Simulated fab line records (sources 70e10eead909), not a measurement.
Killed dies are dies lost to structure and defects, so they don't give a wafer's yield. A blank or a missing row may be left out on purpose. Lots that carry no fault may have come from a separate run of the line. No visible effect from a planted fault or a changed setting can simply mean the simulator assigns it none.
What tool caused it?	flow nandHarc	30 wafers from 10 lots sampled at 7 of the route's 1302 steps

## WHAT EACH GAUGE READ, for each wafer
NHARC_A_CHANNEL_HOLE_D2_INSPECT_12. Usual: 28 for rawDefectCount, sd 23.
lot	measured	on	rawDefectCount	flag
L909	day 13 07:55	defectInspect-01	4 4 4	
L910	day 14 02:24	defectInspect-02	6 4 4	
L918	day 17 10:13	defectInspect-02	17 22 17	
L919	day 17 10:35	defectInspect-01	60 73 56	
L920	day 18 02:37	defectInspect-01	15 8 16	
L921	day 18 10:53	defectInspect-01	628 586 577	OFF
L922	day 19 05:52	defectInspect-02	610 581 593	OFF
L925	day 20 03:52	defectInspect-02	58 71 59	
L931	day 22 11:31	defectInspect-01	5 2 7	
L930	day 22 11:22	defectInspect-02	7 10 9	

NHARC_A_CHANNEL_HOLE_D2_INSPECT_40. Usual: 285 for rawDefectCount, sd 86.
lot	measured	on	rawDefectCount	flag
L909	day 13 14:51	defectInspect-01	242 200 253	
L910	day 14 09:19	defectInspect-02	385 243 180	
L918	day 17 17:38	defectInspect-01	262 321 313	
L919	day 17 21:10	defectInspect-02	486 682 424	
L920	day 18 10:28	defectInspect-01	173 297 297	
L921	day 18 18:56	defectInspect-01	859 715 754	OFF
L922	day 19 13:14	defectInspect-01	812 884 813	OFF
L925	day 20 11:02	defectInspect-02	437 408 277	
L931	day 22 22:20	defectInspect-02	176 292 225	
L930	day 22 18:21	defectInspect-01	250 375 225	

NHARC_END_SORT_01. Usual: killedAtArray 49, standard deviation 18; killedAtOther 0.7, standard deviation 1.1; killedAtPeriphery 4.0, standard deviation 2.6; killedDies 54, standard deviation 19; killedOpen 3.4, standard deviation 1.7; killedShort 2.5, standard deviation 1.7.
lot	measured	on	killedAtArray	killedAtOther	killedAtPeriphery	killedDies	killedOpen	killedShort	flag
L921	day 29 07:48	prober-01	148 164 144	3 0 0	6 12 6	157 176 150	1 4 6	3 2 0	OFF
L922	day 29 21:17	prober-01	142 138 145	1 1 2	5 2 6	148 141 153	3 2 3	3 1 1	OFF

## EACH LOT AND THE TOOL THAT RAN IT (in order: tool; ch and the chambers of the sampled wafers; start)
lot	NHARC_A_CHANNEL_HOLE_D2_DEP_00	NHARC_A_CHANNEL_HOLE_D2_ETCH_38	NHARC_A_CHANNEL_HOLE_D2_ETCH_19	NHARC_A_CHANNEL_HOLE_D2_ETCH_22
L909	aclDep-01 ch 0, day 13 05:09	rieDiel-04 ch 0,1,3, day 13 08:03	harEtch-02 ch 0,1, day 13 09:09	harEtch-02 ch 0,1, day 13 10:01
L910	aclDep-02 ch 0, day 13 23:56	rieDiel-01 ch 0,1, day 14 02:33	harEtch-01 ch 0,1, day 14 03:40	harEtch-01 ch 0,1, day 14 04:36
L918	aclDep-02 ch 0, day 17 07:25	rieDiel-06 ch 0,1, day 17 10:23	harEtch-02 ch 0,1, day 17 11:56	harEtch-02 ch 0,1, day 17 12:49
L919	aclDep-03 ch 0, day 17 08:27	rieDiel-01 ch 0,2,3, day 17 10:45	harEtch-01 ch 0,1, day 17 15:28	harEtch-01 ch 0,1, day 17 16:29
L920	aclDep-03 ch 0, day 17 23:50	rieDiel-06 ch 0,2,3, day 18 02:46	harEtch-01 ch 0,1, day 18 04:44	harEtch-01 ch 0,1, day 18 05:37
L921	aclDep-03 ch 0, day 18 07:56	rieDiel-04 ch 0,1,2, day 18 11:02	harEtch-02 ch 0, day 18 13:14	harEtch-02 ch 0, day 18 14:11
L922	aclDep-03 ch 0, day 19 03:31	rieDiel-01 ch 0,1, day 19 06:00	harEtch-01 ch 1, day 19 07:34	harEtch-01 ch 1, day 19 08:31
L925	aclDep-02 ch 0, day 20 01:19	rieDiel-04 ch 2,3, day 20 04:02	harEtch-01 ch 0,1, day 20 05:20	harEtch-01 ch 0,1, day 20 06:16
L931	aclDep-03 ch 0, day 22 09:21	rieDiel-01 ch 0,3, day 22 11:40	harEtch-02 ch 0,1, day 22 16:40	harEtch-02 ch 0,1, day 22 17:41
L930	aclDep-02 ch 0, day 22 09:23	rieDiel-04 ch 0,1,3, day 22 11:31	harEtch-01 ch 0,1, day 22 12:40	harEtch-01 ch 0,1, day 22 13:46
- NHARC_A_CHANNEL_HOLE_D2_DEP_00: deposits aC, target thk 3100 nm.
- NHARC_A_CHANNEL_HOLE_D2_ETCH_38: etches the open film in CF4, target depth 39 nm, time 65 s.
- NHARC_A_CHANNEL_HOLE_D2_ETCH_19: etches the open film in C4F8/O2/Ar, time 34.5 s.
- NHARC_A_CHANNEL_HOLE_D2_ETCH_22: etches the open film in C4F8/O2/Ar, time 666.7 s, target depth 1600 nm.

## AS READ BY THE TOOLS THEMSELVES (means over the sampled wafers that have a number; for cases with no such wafer, the mark the record gives instead)
NHARC_A_CHANNEL_HOLE_D2_DEP_00. Usual: 35.000 % for throttleValvePct, sd 0.0085.
lot	tool	throttleValvePct (%)	flag
L909	aclDep-01	35.004	
L910	aclDep-02	35.002	
L918	aclDep-02	34.999	
L919	aclDep-03	35.009	
L920	aclDep-03	34.996	
L921	aclDep-03	35.005	
L922	aclDep-03	34.997	
L925	aclDep-02	35.002	
L931	aclDep-03	34.994	
L930	aclDep-02	34.993	

NHARC_A_CHANNEL_HOLE_D2_ETCH_38. Usual: biasW 99.97 W, standard deviation 0.28; drypumpMotorCurrentA 5.9 A, standard deviation 0.41; oesProductAu 1.002 a.u., standard deviation 0.0085; rfVppV 151.3 V, standard deviation 1.1; showerheadPlenumPTorr 1.78 Torr, standard deviation 0.063; throttleValvePct 13.283 %, standard deviation 0.0089.
lot	tool	biasW (W)	drypumpMotorCurrentA (A)	oesProductAu (a.u.)	rfVppV (V)	showerheadPlenumPTorr (Torr)	throttleValvePct (%)	flag
L909	rieDiel-04	100.02	5.7	0.998	152.3	1.84	13.288	
L910	rieDiel-01	99.96	6.1	0.994	151.3	1.76	13.280	
L918	rieDiel-06	100.08	6.0	1.012	150.7	1.81	13.282	
L919	rieDiel-01	100.11	5.8	0.994	150.6	1.76	13.281	
L920	rieDiel-06	99.83	6.2	0.996	149.7	1.71	13.286	
L921	rieDiel-04	99.63	5.3	1.000	152.0	1.82	13.284	
L922	rieDiel-01	100.09	6.2	0.997	150.3	1.74	13.278	
L925	rieDiel-04	100.05	5.4	1.003	151.6	1.86	13.293	
L931	rieDiel-01	100.05	5.9	0.999	150.6	1.75	13.271	
L930	rieDiel-04	100.23	5.7	1.008	152.7	1.84	13.289	

NHARC_A_CHANNEL_HOLE_D2_ETCH_19. Usual: drypumpMotorCurrentA 6.3 A, standard deviation 0.36; o2FlowSccm 96.22 sccm, standard deviation 0.28; showerheadPlenumPTorr 3.73 Torr, standard deviation 0.11; throttleValvePct 37.037 %, standard deviation 0.0095.
lot	tool	drypumpMotorCurrentA (A)	o2FlowSccm (sccm)	showerheadPlenumPTorr (Torr)	throttleValvePct (%)	flag
L909	harEtch-02	6.5	96.37	3.71	37.041	
L910	harEtch-01	6.0	96.10	3.71	37.035	
L918	harEtch-02	6.3	96.10	3.91	37.030	
L919	harEtch-01	6.3	96.53	3.69	37.030	
L920	harEtch-01	6.3	96.09	3.69	37.033	
L921	harEtch-02	6.6	96.17	3.74	37.035	
L922	harEtch-01	5.7	96.42	3.66	37.039	
L925	harEtch-01	6.3	96.02	3.67	37.036	
L931	harEtch-02	6.5	96.06	3.78	37.034	
L930	harEtch-01	6.3	96.15	3.66	37.043	

NHARC_A_CHANNEL_HOLE_D2_ETCH_22. Usual: drypumpMotorCurrentA 6.3 A, standard deviation 0.36; o2FlowSccm 35.70 sccm, standard deviation 0.099; showerheadPlenumPTorr 3.69 Torr, standard deviation 0.1; throttleValvePct 32.155 %, standard deviation 0.0097.
lot	tool	drypumpMotorCurrentA (A)	o2FlowSccm (sccm)	showerheadPlenumPTorr (Torr)	throttleValvePct (%)	flag
L909	harEtch-02	6.5	35.70	3.67	32.149	
L910	harEtch-01	6.0	35.74	3.67	32.162	
L918	harEtch-02	6.3	35.60	3.85	32.156	
L919	harEtch-01	6.3	35.70	3.65	32.144	
L920	harEtch-01	6.3	35.62	3.65	32.161	
L921	harEtch-02	6.6	35.73	3.69	32.146	
L922	harEtch-01	5.7	35.63	3.62	32.151	
L925	harEtch-01	6.3	35.71	3.63	32.154	
L931	harEtch-02	6.5	35.74	3.74	32.143	
L930	harEtch-01	6.3	35.72	3.62	32.151	

## THE ANSWER, worked out from the rows above alone
Rule: take the mean of a lot's wafers that have a number; if it is more than 3 standard deviations from the usual mean, the lot is off. Also off: a lot with no number at a reading for which 4 or more lots have one. The other lots that the step has rows for count as sound. First the gauges in route order, then the tools' own readings, where a lot's mean is used as printed above. At the first step where some lot is off, the reading lying furthest off is the one used; lots without a number count as furthest.
Off: L921, L922 (NHARC_A_CHANNEL_HOLE_D2_INSPECT_12, rawDefectCount).
If a tool, at a process step before that reading, ran all the lots that are off and no sound lot after the first of them, it fits. The gauges at NHARC_A_CHANNEL_HOLE_D2_INSPECT_12 aren't tried: what is off there is off at NHARC_END_SORT_01 too, on other tools, and a gauge's error can't cause that. No candidate that was tried fits.

## WHAT WAS PUT IN BY THE SIMULATOR
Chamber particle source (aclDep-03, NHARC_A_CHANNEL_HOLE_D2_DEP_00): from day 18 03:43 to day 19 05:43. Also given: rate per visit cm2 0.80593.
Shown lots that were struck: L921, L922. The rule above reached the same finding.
